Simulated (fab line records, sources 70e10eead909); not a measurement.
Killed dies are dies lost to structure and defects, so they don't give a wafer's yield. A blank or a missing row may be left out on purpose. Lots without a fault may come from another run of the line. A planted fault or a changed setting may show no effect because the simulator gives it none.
One fault seen from 3 desks | flow nand_harc | each desk has only its own numbers; what lay behind them comes last

THE TOOL OWNER'S DESK: furnace-03
The tool's own readings at NHARC_P_STI_OXIDE_29 (material SiO2, target thk 10 nm, ox time 1362 s): means of the sampled wafers that have a number, for each lot that ran on this tool. A lot is out of limits, marked OUT, if its mean lies more than 4 standard deviations from the usual mean; the brackets give that distance.
Columns: A = spike_tc_top_C at NHARC_P_STI_OXIDE_29, usual 910.7 C; B = zone_power_upper_pct at NHARC_P_STI_OXIDE_29, usual 18.4 %
lot  | first seen here | A     | B
L266 | day 2 16:06     | 908.3 | 16.6
L267 | day 2 16:06     | 907.8 | 16.7
L270 | day 3 11:28     | 907.7 | 16.6
L277 | day 5 05:15     | 907.9 | 16.6
L282 | day 6 11:25     | 907.7 | 16.6
L286 | day 7 13:15     | 907.2 | 16.7
This desk's finding: nothing out of limits on any of the 6 lots.

THE METROLOGY DESK
What the gauges read, lot by lot, whatever tool the lot ran on: means of the sampled wafers that have a number. A lot is out of limits, marked OUT, if its mean lies more than 4 standard deviations from the usual mean; the brackets give that distance.
Columns: A = cd_nm at NHARC_P_ZERO_WELL_CD_MEAS_37, usual 719.2 nm
lot  | first seen here | A
L264 | day 1 16:31     | 719.8
L266 | day 2 04:15     | 719.0
L267 | day 2 10:13     | 718.7
L268 | day 2 16:14     | 720.6
L269 | day 2 22:02     | 717.7
L270 | day 3 04:14     | 719.7
L271 | day 3 10:16     | 719.5
L273 | day 3 22:15     | 719.7
L277 | day 4 21:58     | 720.2
L282 | day 6 04:07     | 719.1
L284 | day 6 16:02     | 717.7
L286 | day 7 04:00     | 720.7
This desk's finding: nothing out of limits on any of the 12 lots.

THE DEFECT DESK
What the inspections along the route counted, lot by lot: means of the sampled wafers that have a number. A lot is out of limits, marked OUT, if its mean lies more than 4 standard deviations from the usual mean; the brackets give that distance.
Columns: A = raw_defect_count at NHARC_P_STI_INSPECT_11, usual 5.4
lot  | first seen here | A
L264 | day 2 13:19     | 8.3
L266 | day 3 03:34     | 5.3
L267 | day 3 03:37     | 5.7
L268 | day 3 11:02     | 4.7
L269 | day 3 18:34     | 7.3
L270 | day 3 22:55     | 3.0
L271 | day 4 05:07     | 4.7
L273 | day 4 18:43     | 6.7
L277 | day 5 16:40     | 6.0
L282 | day 6 22:48     | 12.7
L284 | day 7 12:53     | 4.0
L286 | day 8 00:41     | 14.7
This desk's finding: nothing out of limits on any of the 12 lots.

PUT TOGETHER
The tool owner's desk saw nothing out of limits.
The metrology desk saw nothing out of limits.
The defect desk saw nothing out of limits.

WHAT THE SIMULATOR HAD PUT IN
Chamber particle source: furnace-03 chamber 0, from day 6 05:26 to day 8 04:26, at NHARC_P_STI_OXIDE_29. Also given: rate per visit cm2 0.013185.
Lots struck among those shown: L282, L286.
